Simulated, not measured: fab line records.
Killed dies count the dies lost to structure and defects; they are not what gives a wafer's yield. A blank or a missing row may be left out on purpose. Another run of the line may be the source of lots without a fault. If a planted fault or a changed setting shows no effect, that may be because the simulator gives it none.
A struck lot beside a sound one -- flow nand_harc -- 13 out of 1302 route steps
Sound: the wafers L932.2, L932.4, L932.6. Struck: wafer L939.2. (L939.6 of the same lot was not struck and is left out.) The cause comes at the end.
Per side, at each step with rows, come the tool, then ch with its chambers, and then its first start. Under that, the readings that differ: sound wafers -- struck wafers -- difference of the means -- sigmas: that difference in standard deviations of wafers without a fault.
alike: readings with means less than 2 such deviations apart, plus words and numbers identical on both sides. not compared: withheld readings, readings lacking a value on some wafer, bounds such as >300 that could conceal the same value, and numbers that have no deviation in the record and whose values overlap.
A row with sigmas, a row that says differs or no value, or rows on one side alone: a step with any of these is where the two part. Numbers that don't overlap but have no deviation are shown without sigmas and don't part them. Lack of a reading on every wafer of one side parts them only where that side has two or more wafers.

NHARC_A_SLIT_CD_MEAS_21:
  struck on cd_sem-03, day 24 06:17; sound on cd_sem-01, day 21 16:00
  alike: cd_nm
then, 3 steps without rows for these wafers: NHARC_A_SIN_REMOVE_WET_00 (chemistry H3PO4, time 15300 s); NHARC_A_SIN_REMOVE_PRECLEAN_01 (cleans in SC1); NHARC_A_SIN_REMOVE_SRD_02.
NHARC_A_SIN_REMOVE_INSPECT_04:
  struck on defect_inspect-01, day 24 12:56; sound on defect_inspect-02, day 21 22:34
  alike: raw_defect_count
NHARC_A_WL_FILL_ALD_00: deposits Al2O3, target thk 3 nm, pulse time 3 s, ald cycles 30.
  sound on ald_hk-04 ch 0,1, day 21 22:39; struck on ald_hk-03 ch 0, day 24 13:05
  alike: heater_power_w, precursor_pulse_height_rel
NHARC_A_WL_FILL_RTA_01: time 5 s.
  sound on rtp_anneal-01 ch 0, day 21 22:55; struck on rtp_anneal-01 ch 0, day 24 13:17
  alike: lamp_power_pct, wafer_temp_C_max
NHARC_A_WL_FILL_ALD_02: deposits TiN, target thk 2 nm, pulse time 3 s, ald cycles 100.
  sound on ald_metal-02 ch 0,2,3, day 21 23:07; struck on ald_metal-04 ch 3, day 24 13:37
  alike: heater_power_w, precursor_pulse_height_rel
NHARC_A_WL_FILL_CVD_03: deposits W, target thk 40 nm, time 279 s.
  sound on cvd_w-01 ch 0,1, day 21 23:37; struck on cvd_w-02 ch 0, day 24 13:59
reading,sound,struck,difference,sigmas
heater_power_w (W),464 470 476,429,-41,-2
  alike: mfc_ar_sccm, throttle_valve_pct
then, 1 step without rows for these wafers: NHARC_A_WL_FILL_ETCHBACK_04 (etches the open film in NF3, target depth 60 nm, time 120 s).
NHARC_A_WL_FILL_ETCHBACK_05: etches the open film in Cl2/BCl3, target depth 22 nm, time 60 s.
  sound on rie_metal-02 ch 0,1, day 22 00:11; struck on rie_metal-01 ch 1, day 24 14:33
reading,sound,struck,difference,sigmas
oes_product_au (a.u.),1.000 0.998 1.011,0.796,-0.207,-21
  alike: drypump_motor_current_A
  not compared: rf_hours_counter_h
NHARC_A_WL_FILL_STRIP_27: strips in N2/H2, time 20 s.
  sound on plasma_asher-02 ch 0,1, day 22 00:20; struck on plasma_asher-02 ch 0, day 24 14:43
  alike: drypump_motor_current_A, heater_power_w
  not compared: rf_hours_counter_h
next, for these wafers, 1 step has no rows: NHARC_END_SORT_01.

## WHERE THEY PART
Last at NHARC_A_WL_FILL_ETCHBACK_05 as far as this record goes, first at NHARC_A_WL_FILL_CVD_03. Later steps at which nothing parts them and some readings are alike: NHARC_A_WL_FILL_STRIP_27.

WHY: whatever the simulator had introduced
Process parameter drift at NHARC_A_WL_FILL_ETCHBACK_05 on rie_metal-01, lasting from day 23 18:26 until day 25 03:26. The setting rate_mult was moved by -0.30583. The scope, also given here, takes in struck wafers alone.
